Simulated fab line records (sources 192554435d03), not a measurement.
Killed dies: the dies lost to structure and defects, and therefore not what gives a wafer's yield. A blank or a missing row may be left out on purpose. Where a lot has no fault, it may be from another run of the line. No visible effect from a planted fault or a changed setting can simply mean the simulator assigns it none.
A struck lot beside a sound one ; flow n5Finfet ; 14 steps out of a route of 1938
Sound: wafers L617.3, L617.4, L617.6. Struck: wafers L616.2, L616.4, L616.6. Last of all comes the cause.
Each step with rows lists, per side, the tool, then ch with its chambers, then its first start. Under that, the readings that differ: sound wafers ; struck wafers ; difference of the means ; sigmas: that difference in standard deviations of wafers without a fault.
alike: a reading whose means differ by less than 2 such deviations, as well as words and numbers matching on both sides. not compared: withheld readings; readings where some wafer has no value; bounds like >300 that might hide an equal value; numbers whose values overlap and for which the record gives no deviation.
Wherever a step has rows on one side only, a row that says differs or no value, or a row with sigmas, the two part there. Numbers that don't overlap but have no deviation are shown without sigmas and don't part them. A reading that every wafer of one side lacks parts them only if that side has two wafers or more.

first, 6 steps without rows for these wafers: N5_BEOL_M14_EBR_06; N5_BEOL_M14_SOFTBAKE_05 (time 60 s); N5_BEOL_M14_EXPOSE_07 (exposes mask V13); N5_BEOL_M14_PEB_08 (peb time 90 s); N5_BEOL_M14_DEVELOP_09 (develop time 45 s); N5_BEOL_M14_HARDBAKE_14 (time 120 s).
N5_BEOL_M14_CD_MEAS_10: the cd target is 250 nm.
  sound on cdSem-01 ch 0, day 14 16:41; struck on cdSem-01 ch 0, day 15 11:50
  alike: cdNm
N5_BEOL_M14_OVL_MEAS_11:
  sound on overlay-01 ch 0, day 14 16:43; struck on overlay-02 ch 0, day 15 11:52
  alike: V13_OVL
N5_BEOL_M14_INSPECT_12: inspects for defects (macro).
  struck on defectInspect-02, day 15 11:53; sound on defectInspect-01, day 14 16:44
  alike: rawDefectCount
N5_BEOL_M14_DESCUM_15: chemistry O2, time 7.9 s.
  sound on rieDiel-05 ch 2,3, day 14 16:51; struck on rieDiel-02 ch 0,1,3, day 15 11:56
  alike: drypumpMotorCurrentA, oesProductAu, rfVppV, showerheadPlenumPTorr, throttleValvePct
  not compared: rfHoursCounterH
N5_BEOL_M14_ETCH_59: etches BARC in N2/H2, target depth 89 nm, overetch 26.7 nm, time 67.9 s.
  sound on rieDiel-05 ch 2,3, day 14 16:53; struck on rieDiel-02 ch 0,1,3, day 15 11:58
  alike: drypumpMotorCurrentA, h2FlowSccm, oesProductAu, rfVppV, showerheadPlenumPTorr, throttleValvePct
  not compared: rfHoursCounterH
N5_BEOL_M14_VIA_ETCH_16: etches SiO2 in C4F8/O2/Ar, target depth 1231.3 nm.
  sound on rieDiel-05 ch 2,3, day 14 16:56; struck on rieDiel-02 ch 0,1,3, day 15 12:01
  alike: drypumpMotorCurrentA, heInnerTorr, oesProductAu, rfVppV, showerheadPlenumPTorr, throttleValvePct
N5_BEOL_M14_STRIP_63: strips in O2.
  sound on rieDiel-05 ch 2,3, day 14 17:00; struck on rieDiel-02 ch 0,1,3, day 15 12:00
  no value came back on the struck wafers for any of 7 readings (biasPowerW (W), chamberPressureMTorr (mTorr) and others); on the sound wafers biasPowerW (W) reads 0 0 0
reading;sound;struck;difference;sigmas
model.coat_of_BEOL_M14_COAT_04.thkNm (nm);0 0 0;454.6 446.8 446.6;+449.3;
  not compared: rfHoursCounterH
N5_BEOL_M14_STRIP_64: strips in O2.
  sound on rieDiel-05 ch 2,3; struck on rieDiel-02 ch 0,1,3
  alike: chamberPressureMTorr, drypumpMotorCurrentA, oesProductAu, rfVppV, showerheadPlenumPTorr, throttleValvePct
  not compared: rfHoursCounterH

## WHERE THEY PART
N5_BEOL_M14_STRIP_63 only, going by this record. Later steps at which nothing parts them and some readings are alike: N5_BEOL_M14_STRIP_64.

WHY: whatever the simulator had introduced
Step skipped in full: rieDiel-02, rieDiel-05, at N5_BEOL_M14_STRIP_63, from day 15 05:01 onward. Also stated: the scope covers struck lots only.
